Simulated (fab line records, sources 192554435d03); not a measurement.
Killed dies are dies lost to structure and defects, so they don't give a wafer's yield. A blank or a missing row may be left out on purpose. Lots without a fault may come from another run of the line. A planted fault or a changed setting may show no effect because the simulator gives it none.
Split-lot experiment | flow n5_finfet | 7 lots, 21 wafers read, on a route of 1938 steps

THE SPLIT
At N5_BEOL_M11_ETCH_66 (etches SOC in N2/H2, target depth 120 nm, overetch 24 nm, time 180 s), the setting time_s was moved away from the recipe's 180 s on 8 of the 21 wafers read, by -19.3% to +16.6%. The other wafers ran this setting at the recipe's value.

The reading is taken at the split's own step.

THE READING
SiARC_of_BEOL_M11_COAT_64.thk_nm (the simulator's own value, which no gauge read), in nm, at N5_BEOL_M11_ETCH_66 (etches SOC in N2/H2, target depth 120 nm, overetch 24 nm, time 180 s). The file gives no usual value for it. The 13 wafers here that ran the recipe average 22.6 nm, standard deviation 0.15 nm.

wafer  | tool, chamber at the split | time_s as run, s | against the recipe | SiARC_of_BEOL_M11_COAT_64.thk_nm, nm | against lot-mates on the recipe
L076.2 | rie_diel-04, 1             | 180              | recipe             | 22.8                                 | -
L076.4 | rie_diel-04, 0,1           | 180              | recipe             | 22.6                                 | -
L076.5 | rie_diel-04, 0,1           | 180              | recipe             | 22.6                                 | -
L079.1 | rie_diel-03, 3             | 180              | recipe             | 22.6                                 | -
L079.2 | rie_diel-03, 2             | 148.4            | -17.6%             | 23.6                                 | +1.1
L079.4 | rie_diel-03, 0             | 180              | recipe             | 22.4                                 | -
L083.3 | rie_diel-04, 3,0           | 180              | recipe             | 22.6                                 | -
L083.5 | rie_diel-04, 3,0           | 180              | recipe             | 22.6                                 | -
L083.4 | rie_diel-04, 2             | 145.2            | -19.3%             | 24                                   | +1.4
L088.1 | rie_diel-04, 3             | 209.9            | +16.6%             | 21.6                                 | -1.2
L088.4 | rie_diel-04, 2             | 209.9            | +16.6%             | 21.4                                 | -1.4
L088.5 | rie_diel-04, 0             | 180              | recipe             | 22.8                                 | -
L089.1 | rie_diel-06, 3,1           | 180              | recipe             | 22.6                                 | -
L089.4 | rie_diel-06, 3,1           | 180              | recipe             | 22.6                                 | -
L089.2 | rie_diel-06, 1             | 208.8            | +16.0%             | 21.4                                 | -1.2
L090.1 | rie_diel-06, 3             | 180              | recipe             | 22.6                                 | -
L090.2 | rie_diel-06, 1             | 180              | recipe             | 22.4                                 | -
L090.5 | rie_diel-06, 3             | 161.3            | -10.4%             | 23.4                                 | +0.9
L092.1 | rie_diel-06, 0,1           | 202.7            | +12.6%             | 21.6                                 | -1.4
L092.4 | rie_diel-06, 0,1           | 202.7            | +12.6%             | 21.6                                 | -1.4
L092.3 | rie_diel-06, 2             | 180              | recipe             | 23                                   | -
Where a row lists several chambers, the file gives one row for several wafers and doesn't say which wafer went through which chamber.

THE FIT
A straight line over all 21 wafers: SiARC_of_BEOL_M11_COAT_64.thk_nm changes by -0.07 nm for each +1% of time_s; r = -0.98; the points scatter about the line by 0.15 nm.
The same after taking each lot's own level away (the mean of its wafers on the recipe; 21 wafers): -0.0794 nm for each +1%; r = -0.98; scatter 0.16 nm.
On that fit, the largest move of time_s shifts the reading by 1.5 nm.
The lots' own levels span 22.50 to 23.00 nm, that is 3.2 times the standard deviation above.
So the lot-to-lot level changes the slope: the two fits differ.
Check: with one of the wafers moved furthest among these (-19.3%) left out of the fit, the line predicts +1.52 nm for it against its lot-mates. It came out at +1.4 nm against them.

OTHER SPLITS ON THESE WAFERS
These wafers also went through other splits before the reading. Each is held against what the fit with the lots' levels taken away leaves over:
other split on the same wafers | wafers away from the commonest value | r with SiARC_of_BEOL_M11_COAT_64.thk_nm (lot level and that fit taken away)
N5_BEOL_M9_EXPOSE_08 dose_mj   | 8                                    | -0.16
N5_BEOL_M10_PECVD_70 temp_c    | 7                                    | -0.13

THE FILE'S OWN FIT
SiARC_of_BEOL_M11_COAT_64.thk_nm changes by -0.0771 nm for each +1% of time_s, r = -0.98.
